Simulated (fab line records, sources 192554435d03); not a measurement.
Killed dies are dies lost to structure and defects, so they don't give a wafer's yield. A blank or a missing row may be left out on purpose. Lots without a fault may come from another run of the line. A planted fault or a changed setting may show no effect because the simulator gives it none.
Split-lot experiment | flow n5_finfet | 7 lots, 39 wafers read, on a route of 1938 steps

THE SPLIT
At N5_DUMMY_GATE_ETCH_32 (etches SiO2 in CF4, target depth 3.5 nm, time 3.9 s), the setting time_s was moved away from the recipe's 3.9 s on 15 of the 39 wafers read, by -21.3% to +11.2%. The other wafers ran this setting at the recipe's value.

The reading is taken at the split's own step.

THE READING
etch.depth_nm (the simulator's own value, which no gauge read), in nm, at N5_DUMMY_GATE_ETCH_32 (etches SiO2 in CF4, target depth 3.5 nm, time 3.9 s). The file gives no usual value for it. The 24 wafers here that ran the recipe average 3.479 nm, standard deviation 0.07 nm.

wafer  | tool, chamber at the split | time_s as run, s | against the recipe | etch.depth_nm, nm | against lot-mates on the recipe
L075.1 | rie_si-02, 3               | 3.07             | -21.3%             | 2.756             | -0.711
L075.2 | rie_si-02, 0               | 3.9              | recipe             | 3.568             | -
L075.3 | rie_si-02, 2               | 3.07             | -21.3%             | 2.641             | -0.826
L075.4 | rie_si-02, 1               | 3.07             | -21.3%             | 2.654             | -0.813
L075.5 | rie_si-02, 2               | 3.9              | recipe             | 3.35              | -
L075.6 | rie_si-02, 3               | 3.9              | recipe             | 3.483             | -
L079.1 | rie_si-02, 2               | 3.9              | recipe             | 3.389             | -
L079.2 | rie_si-02, 1               | 3.9              | recipe             | 3.388             | -
L079.3 | rie_si-02, 3               | 3.9              | recipe             | 3.529             | -
L079.4 | rie_si-02, 2               | 3.9              | recipe             | 3.402             | -
L079.5 | rie_si-02, 3               | 3.9              | recipe             | 3.468             | -
L079.6 | rie_si-02, 1               | 3.9              | recipe             | 3.399             | -
L082.1 | rie_si-05, 3               | 3.9              | recipe             | 3.46              | -
L082.2 | rie_si-05, 0               | 3.9              | recipe             | 3.551             | -
L082.3 | rie_si-05, 1               | 3.312            | -15.1%             | 2.978             | -0.548
L082.4 | rie_si-05, 1               | 3.312            | -15.1%             | 2.964             | -0.562
L082.5 | rie_si-05, 0               | 3.9              | recipe             | 3.568             | -
L082.6 | rie_si-05, 3               | 3.312            | -15.1%             | 2.974             | -0.552
L084.1 | rie_si-04, 1               | 3.9              | recipe             | 3.556             | -
L084.2 | rie_si-04, 0               | 3.9              | recipe             | 3.444             | -
L084.3 | rie_si-04, 3               | 4.338            | +11.2%             | 3.949             | +0.425
L084.4 | rie_si-04, 2               | 4.338            | +11.2%             | 3.82              | +0.296
L084.5 | rie_si-04, 0               | 4.338            | +11.2%             | 3.852             | +0.328
L084.6 | rie_si-04, 1               | 3.9              | recipe             | 3.573             | -
L086.1 | rie_si-04, 0               | 3.9              | recipe             | 3.443             | -
L086.2 | rie_si-04, 1               | 3.9              | recipe             | 3.535             | -
L086.4 | rie_si-04, 3               | 3.9              | recipe             | 3.517             | -
L087.1 | rie_si-05, 0               | 3.9              | recipe             | 3.537             | -
L087.2 | rie_si-05, 3               | 3.389            | -13.1%             | 3.002             | -0.519
L087.3 | rie_si-05, 2               | 3.389            | -13.1%             | 3.079             | -0.442
L087.4 | rie_si-05, 1               | 3.9              | recipe             | 3.475             | -
L087.5 | rie_si-05, 3               | 3.389            | -13.1%             | 3.015             | -0.506
L087.6 | rie_si-05, 0               | 3.9              | recipe             | 3.552             | -
L095.1 | rie_si-02, 0               | 3.25             | -16.7%             | 2.972             | -0.462
L095.2 | rie_si-02, 2               | 3.9              | recipe             | 3.395             | -
L095.3 | rie_si-02, 3               | 3.25             | -16.7%             | 2.945             | -0.489
L095.4 | rie_si-02, 1               | 3.9              | recipe             | 3.392             | -
L095.5 | rie_si-02, 0               | 3.25             | -16.7%             | 2.958             | -0.476
L095.6 | rie_si-02, 3               | 3.9              | recipe             | 3.516             | -

THE FIT
A straight line over all 39 wafers: etch.depth_nm changes by +0.0348 nm for each +1% of time_s; r = +0.98; the points scatter about the line by 0.065 nm.
The same after taking each lot's own level away (the mean of its wafers on the recipe; 39 wafers): +0.0342 nm for each +1%; r = +0.98; scatter 0.062 nm.
On that fit, the largest move of time_s shifts the reading by 0.73 nm.
The lots' own levels span 3.4292 to 3.5263 nm, that is 1.4 times the standard deviation above.
So the lot-to-lot level changes the slope little: the two slopes agree.
Check: with one of the wafers moved furthest among these (-21.3%) left out of the fit, the line predicts -0.737 nm for it against its lot-mates. It came out at -0.711 nm against them.

OTHER SPLITS ON THESE WAFERS
These wafers also went through other splits before the reading. Each is held against what the fit with the lots' levels taken away leaves over:
other split on the same wafers      | wafers away from the commonest value | r with etch.depth_nm (lot level and that fit taken away)
N5_ZERO_LAYER_PECVD_02 target_thk_a | 12                                   | +0.18

THE FILE'S OWN FIT
etch.depth_nm changes by +0.0345 nm for each +1% of time_s, r = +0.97.
